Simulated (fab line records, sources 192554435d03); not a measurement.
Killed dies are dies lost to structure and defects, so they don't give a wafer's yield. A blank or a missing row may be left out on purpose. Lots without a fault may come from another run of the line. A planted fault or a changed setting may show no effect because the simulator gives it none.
Split-lot experiment | flow n5_finfet | 7 lots, 21 wafers read, on a route of 1938 steps

THE SPLIT
At N5_GATE_CUT_ALD_22 (deposits SiNx, target thk 16 nm, pulse time 1 s, ald cycles 320), the setting ald_cycles was moved away from the recipe's 320 on 7 of the 21 wafers read, by -15.3% to +7.5%. The other wafers ran this setting at the recipe's value.

The reading is taken at the split's own step.

THE READING
SiNx_of_GATE_CUT_ALD_22.thk_nm (the simulator's own value, which no gauge read), in nm, at N5_GATE_CUT_ALD_22 (deposits SiNx, target thk 16 nm, pulse time 1 s, ald cycles 320). The file gives no usual value for it. The 14 wafers here that ran the recipe average 16.0 nm, standard deviation 0.11 nm.

wafer  | tool, chamber at the split | ald_cycles as run | against the recipe | SiNx_of_GATE_CUT_ALD_22.thk_nm, nm | against lot-mates on the recipe
L083.1 | ald_sin-03, 1              | 320               | recipe             | 16.2                               | -
L083.2 | ald_sin-03, 2              | 304               | -5.0%              | 15.4                               | -0.7
L083.6 | ald_sin-03, 1              | 320               | recipe             | 16                                 | -
L084.1 | ald_sin-02, 1              | 271               | -15.3%             | 13.6                               | -2.2
L084.5 | ald_sin-02, 3              | 271               | -15.3%             | 13.4                               | -2.4
L084.6 | ald_sin-02, 0              | 320               | recipe             | 15.8                               | -
L085.1 | ald_sin-02, 0,2            | 320               | recipe             | 16                                 | -
L085.2 | ald_sin-02, 0,2            | 320               | recipe             | 16                                 | -
L085.4 | ald_sin-02, 0              | 320               | recipe             | 15.8                               | -
L089.3 | ald_sin-01, 0,3,0          | 320               | recipe             | 16                                 | -
L089.4 | ald_sin-01, 0,3,0          | 320               | recipe             | 16                                 | -
L089.6 | ald_sin-01, 0,3,0          | 320               | recipe             | 16                                 | -
L090.2 | ald_sin-03, 1,2            | 337               | +5.3%              | 16.8                               | +0.8
L090.5 | ald_sin-03, 1,2            | 337               | +5.3%              | 16.8                               | +0.8
L090.4 | ald_sin-03, 0              | 320               | recipe             | 16                                 | -
L092.1 | ald_sin-02, 2,0            | 344               | +7.5%              | 17.2                               | +1.2
L092.3 | ald_sin-02, 2,0            | 344               | +7.5%              | 17.2                               | +1.2
L092.5 | ald_sin-02, 1              | 320               | recipe             | 16                                 | -
L095.2 | ald_sin-03, 3              | 320               | recipe             | 16.2                               | -
L095.5 | ald_sin-03, 0,3            | 320               | recipe             | 16                                 | -
L095.6 | ald_sin-03, 0,3            | 320               | recipe             | 16                                 | -
Where a row lists several chambers, the file gives one row for several wafers and doesn't say which wafer went through which chamber.

THE FIT
A straight line over all 21 wafers: SiNx_of_GATE_CUT_ALD_22.thk_nm changes by +0.16 nm for each +1% of ald_cycles; r = +0.99; the points scatter about the line by 0.11 nm.
The same after taking each lot's own level away (the mean of its wafers on the recipe; 21 wafers): +0.152 nm for each +1%; r = +1.00; scatter 0.074 nm.
On that fit, the largest move of ald_cycles shifts the reading by 2.3 nm.
The lots' own levels span 15.80 to 16.10 nm, that is 2.8 times the standard deviation above.
So the lot-to-lot level changes the slope little: the two slopes agree.
Check: with one of the wafers moved furthest among these (-15.3%) left out of the fit, the line predicts -2.38 nm for it against its lot-mates. It came out at -2.2 nm against them.

OTHER SPLITS ON THESE WAFERS
These wafers also went through other splits before the reading. Each is held against what the fit with the lots' levels taken away leaves over:
other split on the same wafers | wafers away from the commonest value | r with SiNx_of_GATE_CUT_ALD_22.thk_nm (lot level and that fit taken away)
N5_HKMG_FIN_COAT_41 spin_rpm   | 8                                    | -0.05
N5_GATE_CUT_CUT_ETCH_54 icp_w  | 8                                    | -0.10

THE FILE'S OWN FIT
SiNx_of_GATE_CUT_ALD_22.thk_nm changes by +0.151 nm for each +1% of ald_cycles, r = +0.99.
